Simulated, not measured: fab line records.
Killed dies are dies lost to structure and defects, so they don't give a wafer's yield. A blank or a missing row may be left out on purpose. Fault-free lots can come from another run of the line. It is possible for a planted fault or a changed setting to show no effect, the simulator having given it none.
What tool caused it? | flow nandHarc | 24 lots, 72 wafers sampled, at 4 steps of a route of 1159

== WHAT EACH GAUGE READ, for each wafer ==
NHARC_A_CHANNEL_FILL_D1_INSPECT_13.
lot  | measured     | on               | rawDefectCount
L074 | day 10 11:33 | defectInspect-02 | 426 409 314
L075 | day 11 10:24 | defectInspect-02 | 172 257 161
L077 | day 11 07:01 | defectInspect-02 | 401 428 364
L076 | day 11 07:00 | defectInspect-01 | 242 247 479
L079 | day 11 22:32 | defectInspect-01 | 285 190 423
L078 | day 11 19:05 | defectInspect-02 | 322 161 144
L081 | day 12 11:10 | defectInspect-01 | 304 420 279
L082 | day 12 11:10 | defectInspect-02 | 182 255 338
L080 | day 12 16:25 | defectInspect-01 | 167 228 175
L083 | day 12 23:02 | defectInspect-01 | 174 158 360
L085 | day 13 02:34 | defectInspect-02 | 170 294 286
L084 | day 13 08:44 | defectInspect-02 | 162 162 196
L086 | day 13 21:31 | defectInspect-01 | 320 335 170
L087 | day 13 21:41 | defectInspect-01 | 423 383 388
L089 | day 14 07:14 | defectInspect-02 | 155 345 326
L088 | day 14 07:04 | defectInspect-02 | 452 330 357
L091 | day 14 21:53 | defectInspect-02 | 161 199 209
L090 | day 14 21:55 | defectInspect-02 | 362 313 468
L092 | day 15 02:25 | defectInspect-02 | 194 245 254
L093 | day 15 02:25 | defectInspect-01 | 182 205 218
L094 | day 15 12:41 | defectInspect-02 | 275 304 325
L095 | day 15 12:41 | defectInspect-01 | 229 257 338
L097 | day 16 03:28 | defectInspect-02 | 155 178 239
L096 | day 16 11:35 | defectInspect-01 | 404 383 168

== WHICH TOOL RAN EACH LOT (tool, then ch and the chambers of the sampled wafers, then the start) ==
lot  | NHARC_A_CHANNEL_HOLE_D1_DESCUM_15 | NHARC_A_CHANNEL_FILL_D1_ETCHBACK_20 | NHARC_A_CHANNEL_FILL_D1_RTA_24
L074 | rieDiel-02 ch 0,3, day 8 04:23    | rieDiel-08 ch 0,2,3, day 9 12:06    | rtpAnneal-01 ch 0, day 10 11:23
L075 | rieDiel-03 ch 1,2,3, day 8 22:18  | rieDiel-09 ch 0,2,3, day 10 07:23   | rtpAnneal-02 ch 0, day 11 10:12
L077 | rieDiel-06 ch 1,2,3, day 8 22:29  | rieDiel-10 ch 0,2,3, day 10 07:25   | rtpAnneal-02 ch 0, day 11 06:49
L076 | rieDiel-02 ch 0,1,2, day 8 22:38  | rieDiel-08 ch 0, day 10 07:29       | rtpAnneal-01 ch 0, day 11 06:53
L079 | rieDiel-06 ch 1,2,3, day 9 11:22  | rieDiel-09 ch 0,1,3, day 10 18:58   | rtpAnneal-01 ch 0, day 11 22:20
L078 | rieDiel-02 ch 0,1,3, day 9 11:41  | rieDiel-10 ch 1,2,3, day 10 18:56   | rtpAnneal-02 ch 0, day 11 18:55
L081 | rieDiel-02 ch 2,3, day 10 01:26   | rieDiel-10 ch 0,1,2, day 11 11:27   | rtpAnneal-01 ch 0, day 12 10:59
L082 | rieDiel-06 ch 1,2,3, day 10 01:39 | rieDiel-09 ch 0,3, day 11 11:26     | rtpAnneal-02 ch 0, day 12 11:01
L080 | rieDiel-02 ch 0,1,2, day 10 02:50 | rieDiel-08 ch 1,2,3, day 11 15:47   | rtpAnneal-02 ch 0, day 12 16:15
L083 | rieDiel-06 ch 0,2,3, day 10 13:50 | rieDiel-10 ch 0,3, day 11 22:59     | rtpAnneal-01 ch 0, day 12 22:50
L085 | rieDiel-03 ch 0,1,3, day 10 19:21 | rieDiel-10 ch 1,2,3, day 12 02:43   | rtpAnneal-02 ch 0, day 13 02:24
L084 | rieDiel-06 ch 1,2, day 11 01:10   | rieDiel-09 ch 0,3, day 12 09:01     | rtpAnneal-01 ch 0, day 13 08:37
L086 | rieDiel-02 ch 1,2,3, day 11 14:43 | rieDiel-10 ch 0,1,3, day 12 21:53   | rtpAnneal-01 ch 0, day 13 21:19
L087 | rieDiel-03 ch 2,3, day 11 14:53   | rieDiel-09 ch 1,3, day 12 21:53     | rtpAnneal-01 ch 0, day 13 21:29
L089 | rieDiel-02 ch 0,2, day 12 00:20   | rieDiel-10 ch 1,2,3, day 13 07:31   | rtpAnneal-01 ch 0, day 14 06:59
L088 | rieDiel-06 ch 0,2,3, day 12 00:54 | rieDiel-10 ch 0,1,3, day 13 07:35   | rtpAnneal-02 ch 0, day 14 06:54
L091 | rieDiel-02 ch 0,1,2, day 12 10:45 | rieDiel-10 ch 0,1,3, day 13 20:58   | rtpAnneal-02 ch 0, day 14 21:41
L090 | rieDiel-06 ch 0,3, day 12 10:55   | rieDiel-09 ch 1,2, day 13 20:57     | rtpAnneal-01 ch 0, day 14 21:43
L092 | rieDiel-02 ch 0,3, day 12 16:28   | rieDiel-09 ch 1,2, day 14 02:29     | rtpAnneal-02 ch 0, day 15 02:13
L093 | rieDiel-06 ch 0,1, day 12 16:40   | rieDiel-10 ch 0,1,3, day 14 02:29   | rtpAnneal-01 ch 0, day 15 02:13
L094 | rieDiel-03 ch 0,1,2, day 13 04:21 | rieDiel-10 ch 1,2,3, day 14 12:55   | rtpAnneal-02 ch 0, day 15 12:31
L095 | rieDiel-02 ch 1,2,3, day 13 04:30 | rieDiel-09 ch 0,1,2, day 14 12:56   | rtpAnneal-01 ch 0, day 15 12:29
L097 | rieDiel-06 ch 1,2, day 13 18:45   | rieDiel-10 ch 0,1,2, day 15 02:11   | rtpAnneal-01 ch 0, day 16 03:20
L096 | rieDiel-02 ch 0,2,3, day 13 21:46 | rieDiel-09 ch 0,1,3, day 15 06:58   | rtpAnneal-01 ch 0, day 16 11:24
- NHARC_A_CHANNEL_HOLE_D1_DESCUM_15: chemistry O2, time 3 s.
- NHARC_A_CHANNEL_FILL_D1_ETCHBACK_20: etches the open film in C4F8/O2/Ar, target depth 27 nm, time 13.5 s.
- NHARC_A_CHANNEL_FILL_D1_RTA_24: time 5 s.

== WHAT THE TOOLS THEMSELVES READ (means of the sampled wafers that have a number; where no wafer has one, the mark that the record gives instead) ==
NHARC_A_CHANNEL_HOLE_D1_DESCUM_15.
lot  | tool       | drypumpMotorCurrentA (A) | oesProductAu (a.u.) | rfVppV (V) | showerheadPlenumPTorr (Torr) | throttleValvePct (%)
L074 | rieDiel-02 | 5.3                      | 0.999               | 58.3       | 2.00                         | 11.311
L075 | rieDiel-03 | 5.6                      | 0.989               | 56.8       | 1.85                         | 11.308
L077 | rieDiel-06 | 5.7                      | 0.993               | 57.8       | 1.94                         | 11.312
L076 | rieDiel-02 | 5.8                      | 1.005               | 57.5       | 1.93                         | 11.305
L079 | rieDiel-06 | 5.7                      | 1.004               | 58.2       | 1.94                         | 11.306
L078 | rieDiel-02 | 5.6                      | 1.002               | 58.6       | 1.99                         | 11.306
L081 | rieDiel-02 | 5.8                      | 1.008               | 57.9       | 1.88                         | 11.306
L082 | rieDiel-06 | 5.7                      | 0.996               | 57.7       | 1.94                         | 11.316
L080 | rieDiel-02 | 5.7                      | 1.005               | 58.5       | 1.93                         | 11.317
L083 | rieDiel-06 | 5.5                      | 1.010               | 56.7       | 1.96                         | 11.316
L085 | rieDiel-03 | 5.5                      | 0.995               | 57.7       | 1.88                         | 11.316
L084 | rieDiel-06 | 6.0                      | 1.000               | 56.8       | 1.92                         | 11.313
L086 | rieDiel-02 | 5.9                      | 1.003               | 58.8       | 1.92                         | 11.312
L087 | rieDiel-03 | 5.9                      | 1.007               | 57.2       | 1.79                         | 11.315
L089 | rieDiel-02 | 5.5                      | 1.010               | 58.3       | 1.95                         | 11.316
L088 | rieDiel-06 | 5.5                      | 0.997               | 58.1       | 1.96                         | 11.297
L091 | rieDiel-02 | 5.8                      | 1.009               | 58.2       | 1.93                         | 11.314
L090 | rieDiel-06 | 5.7                      | 1.001               | 59.0       | 2.03                         | 11.306
L092 | rieDiel-02 | 5.3                      | 1.005               | 58.3       | 2.00                         | 11.313
L093 | rieDiel-06 | 6.2                      | 1.004               | 58.5       | 1.99                         | 11.312
L094 | rieDiel-03 | 5.9                      | 0.997               | 57.6       | 1.87                         | 11.311
L095 | rieDiel-02 | 5.8                      | 1.000               | 58.3       | 1.92                         | 11.308
L097 | rieDiel-06 | 5.7                      | 0.994               | 58.4       | 1.87                         | 11.304
L096 | rieDiel-02 | 5.5                      | 1.013               | 58.5       | 1.94                         | 11.316

NHARC_A_CHANNEL_FILL_D1_ETCHBACK_20.
lot  | tool       | oesProductAu (a.u.) | rfVppV (V)
L074 | rieDiel-08 | 1.00                | 976
L075 | rieDiel-09 | 1.00                | 983
L077 | rieDiel-10 | 1.01                | 976
L076 | rieDiel-08 | 1.02                | 979
L079 | rieDiel-09 | 0.92                | 982
L078 | rieDiel-10 | 0.96                | 978
L081 | rieDiel-10 | 1.01                | 973
L082 | rieDiel-09 | 0.94                | 985
L080 | rieDiel-08 | 0.92                | 975
L083 | rieDiel-10 | 0.98                | 982
L085 | rieDiel-10 | 0.93                | 979
L084 | rieDiel-09 | 1.02                | 985
L086 | rieDiel-10 | 0.92                | 978
L087 | rieDiel-09 | 0.99                | 979
L089 | rieDiel-10 | 0.92                | 979
L088 | rieDiel-10 | 0.94                | 978
L091 | rieDiel-10 | 0.93                | 979
L090 | rieDiel-09 | 0.98                | 979
L092 | rieDiel-09 | 0.95                | 979
L093 | rieDiel-10 | 0.93                | 979
L094 | rieDiel-10 | 0.93                | 978
L095 | rieDiel-09 | 1.00                | 982
L097 | rieDiel-10 | 0.93                | 972
L096 | rieDiel-09 | 0.99                | 982

NHARC_A_CHANNEL_FILL_D1_RTA_24.
lot  | tool         | lampPowerPct (%) | lamp_zone_2_pct (%) | wafer_temp_C_max
L074 | rtpAnneal-01 | 28.52            | 28.51               | 1006.6
L075 | rtpAnneal-02 | 28.92            | 28.89               | 1004.8
L077 | rtpAnneal-02 | 28.88            | 28.88               | 1004.7
L076 | rtpAnneal-01 | 28.57            | 28.63               | 1004.9
L079 | rtpAnneal-01 | 28.59            | 28.56               | 1005.6
L078 | rtpAnneal-02 | 28.91            | 28.90               | 1003.8
L081 | rtpAnneal-01 | 28.53            | 28.53               | 1004.7
L082 | rtpAnneal-02 | 28.93            | 28.91               | 1004.4
L080 | rtpAnneal-02 | 28.92            | 28.94               | 1003.7
L083 | rtpAnneal-01 | 28.56            | 28.55               | 1004.5
L085 | rtpAnneal-02 | 28.91            | 28.94               | 1004.3
L084 | rtpAnneal-01 | 28.59            | 28.57               | 1005.2
L086 | rtpAnneal-01 | 28.54            | 28.57               | 1005.5
L087 | rtpAnneal-01 | 28.57            | 28.57               | 1006.0
L089 | rtpAnneal-01 | 28.56            | 28.58               | 1004.6
L088 | rtpAnneal-02 | 28.93            | 28.91               | 1004.6
L091 | rtpAnneal-02 | 28.90            | 28.92               | 1004.4
L090 | rtpAnneal-01 | 28.56            | 28.56               | 1005.5
L092 | rtpAnneal-02 | 28.93            | 28.90               | 1003.4
L093 | rtpAnneal-01 | 28.53            | 28.56               | 1005.3
L094 | rtpAnneal-02 | 28.89            | 28.92               | 1004.4
L095 | rtpAnneal-01 | 28.56            | 28.57               | 1006.0
L097 | rtpAnneal-01 | 28.54            | 28.54               | 1005.7
L096 | rtpAnneal-01 | 28.52            | 28.54               | 1005.6

== THE ANSWER, worked out from the rows above alone ==
Rule: what is usual is taken from the lots themselves. Put in order of their means at a reading, lots are off if they are a third of the lots or fewer, leave a main group of 4 or more, and stand apart from it by a gap of 3 or more times the standard deviation of the main group's means; of several such gaps the widest counts. A main group is skipped when, at the precision printed for the reading in the tables above, its means are all equal. A lot without any number at a reading at which 4 lots or more have one is off too. The other lots that the step has rows for count as sound. Order of review: gauges by route order, followed by the tools' own readings, for which a lot's mean as printed above is used. At the first step where some lot is off, the reading lying furthest off is the one used; lots without a number count as furthest.
No lot is off at any reading shown: from this, nothing can be told.

== WHAT THE SIMULATOR HAD PUT IN ==
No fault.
